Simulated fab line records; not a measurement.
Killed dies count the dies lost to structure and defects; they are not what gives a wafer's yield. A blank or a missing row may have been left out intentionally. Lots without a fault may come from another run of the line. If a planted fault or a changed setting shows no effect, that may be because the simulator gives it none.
Chamber matching	flow n5_finfet	rie_diel-06 running N5_BEOL_M2_ETCHBACK_99: 4 sister chambers
The step etches SiO2 in CHF3, target depth 5 nm, time 10.4 s. 20 wafers are shown with their chamber, then 10 later ones without.

## WAFERS WITH THEIR CHAMBER
wafer	chamber	drypump_motor_current_A (A)	showerhead_plenum_p_Torr (Torr)	throttle_valve_pct (%)
L075.2	2	5.1	2.24	16.95
L075.3	1	5.7	2.18	17.06
L075.4	0	5.9	2.13	17.25
L077.1	2	5.1	2.24	16.95
L077.2	0	6.0	2.13	17.24
L077.5	0	5.9	2.13	17.25
L080.3	2	5.1	2.23	16.97
L080.5	3	5.9	2.15	17.04
L080.6	0	6.0	2.13	17.27
L083.1	3	5.9	2.15	17.06
L083.4	0	5.9	2.13	17.27
L083.6	0	6.0	2.13	17.28
L084.1	0	6.0	2.13	17.26
L084.2	3	5.9	2.15	17.06
L084.4	2	5.0	2.23	16.98
L088.2	1	5.7	2.17	17.11
L088.4	0	5.9	2.12	17.28
L088.5	1	5.7	2.17	17.09
L087.2	3	5.9	2.15	17.08
L087.3	0	6.0	2.12	17.26

SIGNATURES, as means of the wafers listed above
reading	chamber 0	chamber 1	chamber 2	chamber 3	scatter within a chamber
drypump_motor_current_A	5.956	5.700	5.075	5.900	0.0431
showerhead_plenum_p_Torr	2.1278	2.1733	2.2350	2.1500	0.00449
throttle_valve_pct	17.2622	17.0867	16.9625	17.0600	0.0164
Rule: a wafer lies at a distance from a chamber equal to the root of the sum of squares, over the readings, of (its reading less the chamber's mean, divided by the reading's scatter). The wafer belongs to the nearest chamber; if the next one is less than 2 further off, it can't be placed. The scatter is the square root of a quotient: the sum, over the shown wafers, of each reading's squared deviation from its chamber's mean, divided by wafers minus chambers.

## WAFERS WITHOUT THEIR CHAMBER
wafer	drypump_motor_current_A (A)	showerhead_plenum_p_Torr (Torr)	throttle_valve_pct (%)
L087.5	6.0	2.12	17.28
L092.1	5.9	2.14	17.08
L092.2	5.7	2.17	17.13
L092.5	6.0	2.12	17.31
L095.1	5.1	2.22	17.05
L095.2	5.9	2.14	17.11
L095.4	6.0	2.11	17.31
L097.4	5.9	2.11	17.32
L097.5	5.9	2.11	17.33
L097.6	5.9	2.14	17.13

## WHICH CHAMBER EACH ONE RAN IN
wafer	from the rows above	in truth
L087.5	0	0
L092.1	3	3
L092.2	1	1
L092.5	0	0
L095.1	2	2
L095.2	3	3
L095.4	0	0
L097.4	0	0
L097.5	0	0
L097.6	3	3
Correctly placed: 10 of 10. Left unplaced by these rows: 0. Number placed wrongly: 0.
